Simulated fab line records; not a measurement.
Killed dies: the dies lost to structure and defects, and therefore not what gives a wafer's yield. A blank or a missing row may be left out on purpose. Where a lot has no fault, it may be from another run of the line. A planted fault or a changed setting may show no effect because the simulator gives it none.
Which tool was responsible? -- flow nand harc -- 24 lots, 72 wafers sampled, at 2 steps of a route of 1302

WHAT THE GAUGES READ, wafer by wafer
NHARC_P_CONTACT_INSPECT_14. Usual: raw defect count 3.8, standard deviation 2.1.
lot,measured,on,raw defect count,flag
L074,day 5 21:59,defect inspect-01,4 5 3,
L075,day 6 16:10,defect inspect-02,2 2 5,
L076,day 7 01:56,defect inspect-01,2 4 0,
L077,day 7 04:35,defect inspect-02,1 5 4,
L078,day 7 10:16,defect inspect-02,8 5 6,
L079,day 8 01:14,defect inspect-02,0 3 2,
L080,day 8 11:52,defect inspect-02,1 2 3,
L081,day 8 17:04,defect inspect-01,4 7 1,
L082,day 9 04:09,defect inspect-02,1 4 3,
L083,day 9 17:38,defect inspect-02,8 4 3,
L084,day 9 21:58,defect inspect-01,1 1 1,
L085,day 10 10:22,defect inspect-01,6 7 4,
L086,day 10 19:40,defect inspect-01,4 3 2,
L087,day 11 06:49,defect inspect-02,3 0 1,
L089,day 12 02:22,defect inspect-01,3 7 5,
L088,day 12 03:10,defect inspect-01,5 2 8,
L090,day 13 00:13,defect inspect-01,6 7 1,
L091,day 13 03:49,defect inspect-02,6 6 4,
L092,day 13 13:04,defect inspect-01,5 2 4,
L094,day 14 05:57,defect inspect-02,4 6 6,
L093,day 14 06:50,defect inspect-01,8 7 3,
L095,day 15 02:41,defect inspect-01,2 2 4,
L096,day 15 07:55,defect inspect-01,5 3 7,
L097,day 15 21:14,defect inspect-02,3 0 3,

WHAT TOOL EACH LOT RAN ON (gives the tool, then ch and the chambers of the sampled wafers, and finally the start)
lot,NHARC_P_GATE_DESCUM_61
L074,"rie diel-05 ch 0,1,3, day 5 15:44"
L075,"rie diel-05 ch 1,2,3, day 6 09:36"
L076,"rie diel-05 ch 0,2,3, day 6 19:34"
L077,"rie diel-08 ch 0,2,3, day 6 22:10"
L078,"rie diel-07 ch 0,2,3, day 7 04:01"
L079,"rie diel-07 ch 1,2, day 7 18:43"
L080,"rie diel-07 ch 1,2,3, day 8 05:31"
L081,"rie diel-08 ch 1,3, day 8 10:40"
L082,"rie diel-05 ch 0,3, day 8 22:02"
L083,"rie diel-08 ch 0,1,3, day 9 11:20"
L084,"rie diel-05 ch 0,3, day 9 15:46"
L085,"rie diel-08 ch 2,3, day 10 04:01"
L086,"rie diel-07 ch 1,2,3, day 10 13:20"
L087,"rie diel-07 ch 1,2,3, day 11 00:29"
L089,"rie diel-08 ch 0,2,3, day 11 20:01"
L088,"rie diel-07 ch 1,2,3, day 11 20:48"
L090,"rie diel-05 ch 0,2, day 12 17:43"
L091,"rie diel-07 ch 1,2,3, day 12 21:35"
L092,"rie diel-07 ch 2,3, day 13 05:47"
L094,"rie diel-07 ch 0,1,2, day 13 23:28"
L093,"rie diel-08 ch 0,2,3, day 14 00:31"
L095,"rie diel-07 ch 1,2, day 14 20:35"
L096,"rie diel-07 ch 0,1,3, day 15 01:33"
L097,"rie diel-05 ch 0,1,3, day 15 14:55"
- NHARC_P_GATE_DESCUM_61: chemistry O2, time 3 s.

WHAT THE TOOLS THEMSELVES READ (means of the sampled wafers that have a number; where no wafer has one, the mark that the record gives instead)
NHARC_P_GATE_DESCUM_61. Usual: drypump motor current A 5.4 A, standard deviation 0.37; oes product au 1.001 a.u., standard deviation 0.013; rf vpp V 57.7 V, standard deviation 0.89; showerhead plenum p Torr 1.92 Torr, standard deviation 0.1; throttle valve pct 11.312 %, standard deviation 0.009.
lot,tool,drypump motor current A (A),oes product au (a.u.),rf vpp V (V),showerhead plenum p Torr (Torr),throttle valve pct (%),flag
L074,rie diel-05,5.3,0.995,58.3,1.89,11.315,
L075,rie diel-05,5.5,0.999,57.4,1.91,11.314,
L076,rie diel-05,5.6,1.003,58.3,1.94,11.312,
L077,rie diel-08,5.3,1.017,57.7,1.91,11.320,
L078,rie diel-07,5.5,0.986,58.2,1.96,11.310,
L079,rie diel-07,5.3,1.011,57.8,1.89,11.314,
L080,rie diel-07,5.4,0.999,58.0,1.97,11.319,
L081,rie diel-08,4.9,0.995,57.3,1.92,11.305,
L082,rie diel-05,5.2,0.995,58.2,1.97,11.310,
L083,rie diel-08,5.2,1.006,57.7,1.86,11.312,
L084,rie diel-05,5.2,1.011,58.1,1.97,11.313,
L085,rie diel-08,5.2,1.017,57.6,1.97,11.314,
L086,rie diel-07,5.4,1.001,57.7,1.97,11.307,
L087,rie diel-07,5.4,1.000,58.7,1.97,11.314,
L089,rie diel-08,5.4,1.016,57.4,1.91,11.311,
L088,rie diel-07,5.4,1.014,58.5,1.97,11.312,
L090,rie diel-05,6.0,0.999,58.5,1.91,11.308,
L091,rie diel-07,5.4,1.009,57.4,1.96,11.311,
L092,rie diel-07,5.7,0.999,58.3,2.03,11.305,
L094,rie diel-07,5.5,1.005,58.0,1.88,11.315,
L093,rie diel-08,5.4,1.012,57.4,1.91,11.317,
L095,rie diel-07,5.6,1.000,56.9,1.95,11.317,
L096,rie diel-07,5.3,1.007,57.3,1.89,11.310,
L097,rie diel-05,5.3,0.986,57.5,1.89,11.318,

THE ANSWER, worked out from the rows above alone
Rule: lot off if the mean of its wafers having a number is beyond 3 standard deviations from the usual mean. Also off: a lot with no number at a reading for which 4 or more lots have one. Any other lot the step has rows for is counted as sound. The gauges are gone through in route order, then the tools' own readings, and for those a lot's mean is taken as printed above. At the first step where some lot is off, the reading lying furthest off is the one used; lots without a number count as furthest.
No lot is off on any of the readings shown, so nothing can be concluded from this.

WHAT THE SIMULATOR PUT IN
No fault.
